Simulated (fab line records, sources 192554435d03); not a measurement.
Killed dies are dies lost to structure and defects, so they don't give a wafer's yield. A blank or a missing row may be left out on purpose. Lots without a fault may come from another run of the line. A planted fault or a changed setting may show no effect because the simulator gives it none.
One fault seen from 2 desks | flow n5_finfet | each desk has only its own numbers; what lay behind them comes last

THE METROLOGY DESK
What the gauges read, lot by lot, whatever tool the lot ran on: means of the sampled wafers that have a number. A lot is out of limits, marked OUT, if its mean lies more than 4 standard deviations from the usual mean; the brackets give that distance.
Columns: A = M6_THK at N5_BEOL_M6_THK_MEAS_53, usual 78.3 nm; B = M6_RS at N5_BEOL_M6_RS_MEAS_57, usual 0.288 ohm/sq
lot  | first seen here | A    | B
L296 | day 9 09:40     | 74.4 | 0.303
L298 | day 9 21:30     | 76.3 | 0.301
L304 | day 11 06:25    | 78.5 | 0.286
L308 | day 12 23:42    | 80.3 | 0.282
L310 | day 13 04:16    | 77.3 | 0.289
L317 | day 14 17:28    | 81.6 | 0.275
This desk's finding: nothing out of limits on any of the 6 lots.

THE TOOL OWNER'S DESK: pecvd-02
The tool's own readings at N5_BEOL_M6_DEP_56 (deposits SiCN from 3MS/NH3, target thk 10 nm, time 17.5 s): means of the sampled wafers that have a number, for each lot that ran on this tool. A lot is out of limits, marked OUT, if its mean lies more than 4 standard deviations from the usual mean; the brackets give that distance.
Columns: A = showerhead_plenum_p_Torr at N5_BEOL_M6_DEP_56, usual 3.669 Torr; B = throttle_valve_pct at N5_BEOL_M6_DEP_56, usual 9.0 %
lot  | first seen here | A     | B
L296 | day 9 09:43     | 3.664 | 8.6
L298 | day 9 21:34     | 3.656 | 8.8
L308 | day 12 23:46    | 3.658 | 8.9
L310 | day 13 04:20    | 3.649 | 8.9
This desk's finding: nothing out of limits on any of the 4 lots.

PUT TOGETHER
The metrology desk saw nothing out of limits.
The tool owner's desk saw nothing out of limits.

WHAT THE SIMULATOR HAD PUT IN
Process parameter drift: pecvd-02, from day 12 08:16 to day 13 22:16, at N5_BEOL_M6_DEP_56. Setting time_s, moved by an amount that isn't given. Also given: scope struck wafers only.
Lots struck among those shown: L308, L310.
